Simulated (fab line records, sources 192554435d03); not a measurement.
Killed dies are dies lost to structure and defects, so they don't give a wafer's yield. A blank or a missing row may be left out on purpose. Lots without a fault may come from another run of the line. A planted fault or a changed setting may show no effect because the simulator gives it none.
One fault seen from 3 desks | flow n5_finfet | each desk has only its own numbers; what lay behind them comes last

THE DEFECT DESK
What the inspections along the route counted, lot by lot: means of the sampled wafers that have a number. A lot is out of limits, marked OUT, if its mean lies more than 4 standard deviations from the usual mean; the brackets give that distance.
Columns: A = raw_defect_count at N5_ZERO_LAYER_INSPECT_20, usual 30; B = raw_defect_count at N5_WELL_APT_INSPECT_10, usual 2.2
lot  | first seen here | A  | B
L127 | day 2 19:15     | 20 | 2.7
L128 | day 3 01:23     | 32 | 5.0
L134 | day 4 13:28     | 27 | 1.0
L135 | day 4 19:28     | 24 | 2.3
L144 | day 7 01:15     | 18 | 2.3
L145 | day 7 07:17     | 48 | 3.3
This desk's finding: nothing out of limits on any of the 6 lots.

THE TOOL OWNER'S DESK: litho_track-04
The tool's own readings at N5_WELL_APT_COAT_02 (resist thk 950 nm): means of the sampled wafers that have a number, for each lot that ran on this tool. A lot is out of limits, marked OUT, if its mean lies more than 4 standard deviations from the usual mean; the brackets give that distance.
Columns: A = resist_line_temp_C at N5_WELL_APT_COAT_02, usual 23.02 C; B = spin_speed_rpm at N5_WELL_APT_COAT_02, usual 1357.0 rpm
lot  | first seen here | A     | B
L127 | day 2 19:17     | 23.11 | 1356.6
L134 | day 4 13:29     | 23.06 | 1436.0 (+79) OUT
L135 | day 4 19:31     | 22.93 | 1435.4 (+78) OUT
This desk's finding: out of limits on L134, L135; first on L134, day 4 13:29 (spin_speed_rpm at N5_WELL_APT_COAT_02). In limits: L127.

THE METROLOGY DESK
What the gauges read, lot by lot, whatever tool the lot ran on: means of the sampled wafers that have a number. A lot is out of limits, marked OUT, if its mean lies more than 4 standard deviations from the usual mean; the brackets give that distance. Of its 13 readings 7 are shown: those that lie furthest out on some lot.
Columns: A = cd_nm at N5_ZERO_LAYER_CD_MEAS_11, usual 1998.7 nm; B = DIBL_N at N5_BEOL_M4_RC_MEAS_101, usual 36.3 mV/V; C = DIBL_P at N5_BEOL_M4_RC_MEAS_101, usual 36.2 mV/V; D = IOFF_P at N5_BEOL_M4_RC_MEAS_101, usual 0.21 nA/um; E = ION_N at N5_BEOL_M4_RC_MEAS_101, usual 677 uA/um; F = ION_P at N5_BEOL_M4_RC_MEAS_101, usual 465 uA/um; G = VT_P at N5_BEOL_M4_RC_MEAS_101, usual -250 mV
lot  | first seen here | A      | B    | C    | D    | E   | F   | G
L127 | day 2 18:38     | 1999.0 | 40.0 | 39.2 | 0.27 | 684 | 469 | -246
L128 | day 3 00:46     | 1995.5 | 37.4 | 37.2 | 0.23 | 680 | 466 | -250
L134 | day 4 12:46     | 1998.8 | 36.4 | 33.6 | 0.18 | 668 | 459 | -254
L135 | day 4 18:39     | 1997.5 | 34.8 | 34.7 | 0.17 | 667 | 457 | -256
L144 | day 7 00:38     | 2003.6 | 37.4 | 36.5 | 0.23 | 693 | 474 | -249
L145 | day 7 06:40     | 2000.7 | 35.6 | 35.4 | 0.18 | 676 | 458 | -254
This desk's finding: nothing out of limits on any of the 6 lots.

PUT TOGETHER
The tool owner's desk could have raised an alarm at day 4 13:29, on L134, L135.
The defect desk saw nothing out of limits.
The metrology desk saw nothing out of limits.
The defect desk has L134, L135 on record, within its limits.
The metrology desk has L134, L135 on record, within its limits.
Of the lots named, all ran N5_WELL_APT_COAT_02 on litho_track-04.

WHAT THE SIMULATOR HAD PUT IN
Process parameter drift: litho_track-04, from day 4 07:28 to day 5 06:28, at N5_WELL_APT_COAT_02. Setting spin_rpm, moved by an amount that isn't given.
Lots struck among those shown: L134, L135.
Hours from the fault's start to each desk's first reading out of limits: the tool owner's desk, 6.
